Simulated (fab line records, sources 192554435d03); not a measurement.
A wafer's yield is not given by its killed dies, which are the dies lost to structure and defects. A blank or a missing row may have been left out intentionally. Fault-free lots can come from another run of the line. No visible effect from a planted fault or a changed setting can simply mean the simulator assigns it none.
Lot-split experiment | flow n5_finfet | 33 wafers read across 7 lots, on a route 1938 steps long

## SPLIT DETAILS
At N5_BEOL_M3_ETCH_64 (etches SOC in N2/H2, target depth 75 nm, overetch 15 nm, time 112.5 s), the setting time_s was moved away from the recipe's 112.5 s on 6 of the 33 wafers read, by -29.5% to +58.5%. All remaining wafers had this setting at the recipe value.

## FROM THE SPLIT TO THE READING: what the file shows between them, 5 steps
- N5_BEOL_M3_STRIP_65: strips in N2/H2
- N5_BEOL_M3_STRIP_75: strips in N2/H2
- N5_BEOL_M3_STRIP_66: strips in CF4
- N5_BEOL_M3_HM_OPEN_17: chemistry Cl2/BCl3, target TiN, target depth 20 nm, overetch 6 nm
- N5_BEOL_M3_STRIP_19: strips in O2

## THE READING
cd_nm, in nm, at N5_BEOL_M3_CD_MEAS_18 (pitch 36 nm, target cd 18 nm). A value of 18.1 nm with a standard deviation of 0.32 nm is what fault-free wafers of this fab line usually give.

wafer  | tool, chamber at the split | time_s as run, s | against the recipe | cd_nm, nm | against lot-mates on the recipe
L075.1 | rie_diel-05, 2             | 178.3            | +58.5%             | 19.5      | +1.4
L075.2 | rie_diel-05, 1             | 112.5            | recipe             | 18.1      | -
L075.3 | rie_diel-05, 3             | 112.5            | recipe             | 18.3      | -
L075.4 | rie_diel-05, 2             | 178.3            | +58.5%             | 19.7      | +1.6
L075.5 | rie_diel-05, 3             | 178.3            | +58.5%             | 20.1      | +2.0
L075.6 | rie_diel-05, 1             | 112.5            | recipe             | 17.9      | -
L084.1 | rie_diel-01, 3             | 112.5            | recipe             | 17.7      | -
L084.2 | rie_diel-01, 1             | 112.5            | recipe             | 18.1      | -
L084.4 | rie_diel-01, 3             | 112.5            | recipe             | 17.9      | -
L086.1 | rie_diel-01, 3             | 112.5            | recipe             | 17.6      | -
L086.2 | rie_diel-01, 1             | 112.5            | recipe             | 17.9      | -
L086.3 | rie_diel-01, 2             | 112.5            | recipe             | 18.1      | -
L088.1 | rie_diel-01, 3             | 112.5            | recipe             | 18.1      | -
L088.2 | rie_diel-01, 1             | 112.5            | recipe             | 18.4      | -
L088.4 | rie_diel-01, 1             | 112.5            | recipe             | 18.4      | -
L087.1 | rie_diel-04, 1             | 112.5            | recipe             | 17.5      | -
L087.2 | rie_diel-04, 3             | 112.5            | recipe             | 17.9      | -
L087.3 | rie_diel-04, 2             | 112.5            | recipe             | 17.7      | -
L087.4 | rie_diel-04, 0,3           | 112.5            | recipe             | 18.3      | -
L087.5 | rie_diel-04, 0,3           | 112.5            | recipe             | 18.2      | -
L087.6 | rie_diel-04, 2             | 112.5            | recipe             | 17.9      | -
L089.1 | rie_diel-01, 2,1           | 112.5            | recipe             | 18.3      | -
L089.2 | rie_diel-01, 3,1,3         | 79.32            | -29.5%             | 17.7      | -0.8
L089.3 | rie_diel-01, 3,1,3         | 79.32            | -29.5%             | 17.6      | -0.9
L089.4 | rie_diel-01, 2             | 112.5            | recipe             | 18.5      | -
L089.5 | rie_diel-01, 3,1,3         | 79.32            | -29.5%             | 17.8      | -0.7
L089.6 | rie_diel-01, 2,1           | 112.5            | recipe             | 18.8      | -
L090.1 | rie_diel-04, 0             | 112.5            | recipe             | 18.1      | -
L090.2 | rie_diel-04, 3             | 112.5            | recipe             | 18.3      | -
L090.3 | rie_diel-04, 2             | 112.5            | recipe             | 18.0      | -
L090.4 | rie_diel-04, 1             | 112.5            | recipe             | 17.8      | -
L090.5 | rie_diel-04, 2             | 112.5            | recipe             | 17.8      | -
L090.6 | rie_diel-04, 1             | 112.5            | recipe             | 17.8      | -
Where a row lists several chambers, the file gives one row for several wafers and doesn't say which wafer went through which chamber.

FIT RESULTS
A straight line over all 33 wafers: cd_nm changes by +0.0254 nm for each +1% of time_s; r = +0.85; the points scatter about the line by 0.32 nm.
The same after taking each lot's own level away (the mean of its wafers on the recipe; 33 wafers): +0.0284 nm for each +1%; r = +0.94; scatter 0.21 nm.
Per that fit: largest time_s move, reading shift of 1.7 nm.
The span of the lots' own levels, 17.87 to 18.53 nm, comes to 2.1 times the standard deviation stated above.
So the slope is not independent of the lot-to-lot level: the two fits are not the same.
Check: +1.77 nm against its lot-mates is what the line predicts for one of the wafers moved furthest among these (+58.5%) when that wafer is left out of the fit. It came out at +1.4 nm against them.

## OTHER SPLITS ON THESE WAFERS
Before the reading, these wafers also passed through other splits. Each is held against what the fit with the lots' levels taken away leaves over:
other split on the same wafers         | wafers away from the commonest value | r with cd_nm (lot level and that fit taken away)
N5_FIN_SAQP_SPACER1_ALD_24 ald_cycles  | 13                                   | +0.08
N5_DUMMY_GATE_CVD_03 time_s            | 24                                   | +0.00
N5_HKMG_FIN_HK_ALD_01 ald_cycles       | 10                                   | -0.03
N5_MOL_CONTACT_COAG_ALD_133 ald_cycles | 11                                   | +0.18

## THE WHOLE CHAIN: every reading that the file lists as answering this split, in the file's order
step                  | what it does                                                          | reading                                                                          | change (the file's fit)                | r (the file's)
N5_BEOL_M3_ETCH_64    | etches SOC in N2/H2, target depth 75 nm, overetch 15 nm, time 112.5 s | SiARC_of_BEOL_M3_COAT_62.thk_nm (the simulator's own value, which no gauge read) | -0.0527 nm for each +1% of the setting | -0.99
N5_BEOL_M3_ETCH_64    | etches SOC in N2/H2, target depth 75 nm, overetch 15 nm, time 112.5 s | BEOL_M3.cd_offset_nm (the simulator's own value, which no gauge read)            | +0.0214 nm for each +1% of the setting | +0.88
N5_BEOL_M3_HM_OPEN_17 | chemistry Cl2/BCl3, target TiN, target depth 20 nm, overetch 6 nm     | BEOL_M3.cd_offset_nm (the simulator's own value, which no gauge read)            | +0.0234 nm for each +1% of the setting | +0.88
N5_BEOL_M3_CD_MEAS_18 | pitch 36 nm, target cd 18 nm                                          | cd_nm                                                                            | +0.0285 nm for each +1% of the setting | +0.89

## THE FILE'S OWN FIT
cd_nm changes by +0.0285 nm for each +1% of time_s, r = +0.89.
